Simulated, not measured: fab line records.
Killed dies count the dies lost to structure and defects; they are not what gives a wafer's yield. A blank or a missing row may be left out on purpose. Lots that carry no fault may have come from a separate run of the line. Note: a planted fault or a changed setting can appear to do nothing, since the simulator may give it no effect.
Split-lot study ; flow n5_finfet ; on a route of 1938 steps: 7 lots, 21 wafers read

== ABOUT THE SPLIT ==
At N5_BEOL_M0_CUTY_ETCH_63 (etches SOC in N2/H2, target depth 82.7 nm, overetch 16.5 nm, time 124 s), the setting time_s was moved away from the recipe's 124 s on 9 of the 21 wafers read, by -21.8% to +10.1%. The other wafers ran this setting at the recipe's value.

The reading comes from the split's own step.

== THE READING ==
SiO2_of_BEOL_M0_SAQP_SPACER2_ALD_26.thk_nm (the simulator's own value, which no gauge read), in nm, at N5_BEOL_M0_CUTY_ETCH_63 (etches SOC in N2/H2, target depth 82.7 nm, overetch 16.5 nm, time 124 s). There is no usual value for it anywhere in the file. Average 7.1 nm, standard deviation 0.15 nm, over the 12 wafers here run with the recipe.

wafer;tool, chamber at the split;time_s as run, s;against the recipe;SiO2_of_BEOL_M0_SAQP_SPACER2_ALD_26.thk_nm, nm;against lot-mates on the recipe
L075.1;rie_diel-03, 2;97.03;-21.8%;8;+1.0
L075.3;rie_diel-03, 3;97.03;-21.8%;7.8;+0.8
L075.5;rie_diel-03, 3;124;recipe;7;-
L078.3;rie_diel-02, 3;135.9;+9.6%;6.8;-0.2
L078.4;rie_diel-02, 2;124;recipe;7;-
L078.6;rie_diel-02, 0;135.9;+9.6%;7;+0.0
L082.1;rie_diel-06, 1,2;136.5;+10.1%;6.8;-0.2
L082.5;rie_diel-06, 1,2;136.5;+10.1%;6.8;-0.2
L082.3;rie_diel-06, 0;124;recipe;7;-
L083.4;rie_diel-06, 2;124;recipe;7;-
L083.5;rie_diel-06, 1,2;124;recipe;7.2;-
L083.6;rie_diel-06, 1,2;124;recipe;7.2;-
L084.1;rie_diel-02, 2;124;recipe;7;-
L084.4;rie_diel-02, 3;104.3;-15.9%;7.6;+0.5
L084.5;rie_diel-02, 1;124;recipe;7.2;-
L087.1;rie_diel-02, 1,2;131.1;+5.7%;6.8;-0.4
L087.4;rie_diel-02, 1,2;131.1;+5.7%;6.8;-0.4
L087.2;rie_diel-02, 0;124;recipe;7.2;-
L093.1;rie_diel-02, 0;124;recipe;7.4;-
L093.5;rie_diel-02, 0;124;recipe;7.4;-
L093.4;rie_diel-02, 2;124;recipe;7;-
The file does not say which wafer passed through which chamber wherever a row lists several chambers: such a row stands for several wafers.

THE FIT
A straight line over all 21 wafers: SiO2_of_BEOL_M0_SAQP_SPACER2_ALD_26.thk_nm changes by -0.0338 nm for each +1% of time_s; r = -0.91; the points scatter about the line by 0.14 nm.
The same after taking each lot's own level away (the mean of its wafers on the recipe; 21 wafers): -0.0347 nm for each +1%; r = -0.90; scatter 0.15 nm.
That fit puts the effect of the largest move of time_s on the reading at 0.76 nm.
The lots' own levels span 7.00 to 7.27 nm, that is 1.8 times the standard deviation above.
Hence the lot-to-lot level has little effect on the slope; both slopes agree.
Check: with one of the wafers moved furthest among these (-21.8%) left out of the fit, the line predicts +0.681 nm for it against its lot-mates. Against them it came out at +1 nm.

== OTHER SPLITS ON THESE WAFERS ==
These wafers also went through other splits before the reading. Each is held against what the fit with the lots' levels taken away leaves over:
other split on the same wafers;wafers away from the commonest value;r with SiO2_of_BEOL_M0_SAQP_SPACER2_ALD_26.thk_nm (lot level and that fit taken away)
N5_MOL_CONTACT_COAG_COAT_78 spin_rpm;6;-0.40
N5_BEOL_M0_SAQP_COAT_08 spin_rpm;6;-0.35
N5_BEOL_M0_SAQP_DEVELOP_13 develop_time_s;7;-0.20
N5_BEOL_M0_CUTY_EXPOSE_54 dose_mj;5;+0.09

== THE FILE'S OWN FIT ==
SiO2_of_BEOL_M0_SAQP_SPACER2_ALD_26.thk_nm changes by -0.0344 nm for each +1% of time_s, r = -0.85.
